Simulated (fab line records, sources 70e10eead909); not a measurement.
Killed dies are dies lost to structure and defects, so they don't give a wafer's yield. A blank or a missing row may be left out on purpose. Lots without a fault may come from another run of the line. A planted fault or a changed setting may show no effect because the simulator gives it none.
Chamber matching | flow nand_harc | NHARC_A_CHANNEL_HOLE_D2_ETCH_44 on rie_diel-01: 4 sister chambers
The step etches the open film in CF4/O2, target depth 140 nm, overetch 14 nm, time 77 s. 8 wafers are shown with their chamber, then 11 later ones without.

WAFERS WITH THEIR CHAMBER
wafer  | chamber | drypump_motor_current_A (A) | rf_vpp_V (V)
L083.6 | 0       | 5.3                         | 197.4
L087.2 | 3       | 5.3                         | 196.1
L087.4 | 0       | 5.3                         | 195.1
L089.3 | 3       | 5.3                         | 196.5
L088.2 | 1       | 6.5                         | 197.9
L088.5 | 1       | 6.6                         | 198.8
L088.6 | 2       | 5.5                         | 198.1
L091.2 | 2       | 5.6                         | 199.3

WAFERS WITHOUT THEIR CHAMBER
wafer  | drypump_motor_current_A (A) | rf_vpp_V (V)
L091.3 | 5.3                         | 196.5
L091.5 | 5.6                         | 199.1
L090.1 | 5.3                         | 196.0
L090.2 | 5.6                         | 200.7
L090.6 | 5.3                         | 195.7
L092.4 | 5.3                         | 196.5
L092.5 | 6.6                         | 199.4
L092.6 | 5.3                         | 197.2
L096.2 | 5.3                         | 197.5
L096.5 | 5.3                         | 196.9
L096.6 | 5.5                         | 200.1

WHICH CHAMBER EACH WENT THROUGH
wafer  | from the rows above     | in truth
L091.3 | can't be placed: 3 or 0 | 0
L091.5 | 2                       | 2
L090.1 | can't be placed: 0 or 3 | 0
L090.2 | 2                       | 2
L090.6 | can't be placed: 0 or 3 | 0
L092.4 | can't be placed: 3 or 0 | 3
L092.5 | 1                       | 1
L092.6 | can't be placed: 3 or 0 | 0
L096.2 | can't be placed: 3 or 0 | 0
L096.5 | can't be placed: 3 or 0 | 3
L096.6 | 2                       | 2
Placed correctly: 4 of 11. Can't be placed from these rows: 7 (the true chamber is among the candidates in 7). Placed wrongly: 0.
How it was worked out, from the rows above alone: a wafer's distance from a chamber is the root of the sum, over the readings, of the square of ((its reading less the chamber's mean) divided by the reading's scatter). The wafer belongs to the nearest chamber; if the next one is less than 2 further off, it can't be placed. A chamber's mean is the mean of its shown wafers. The scatter: the root of (the sum of the squares of (reading less its chamber's mean) over the shown wafers, divided by (wafers less chambers)).
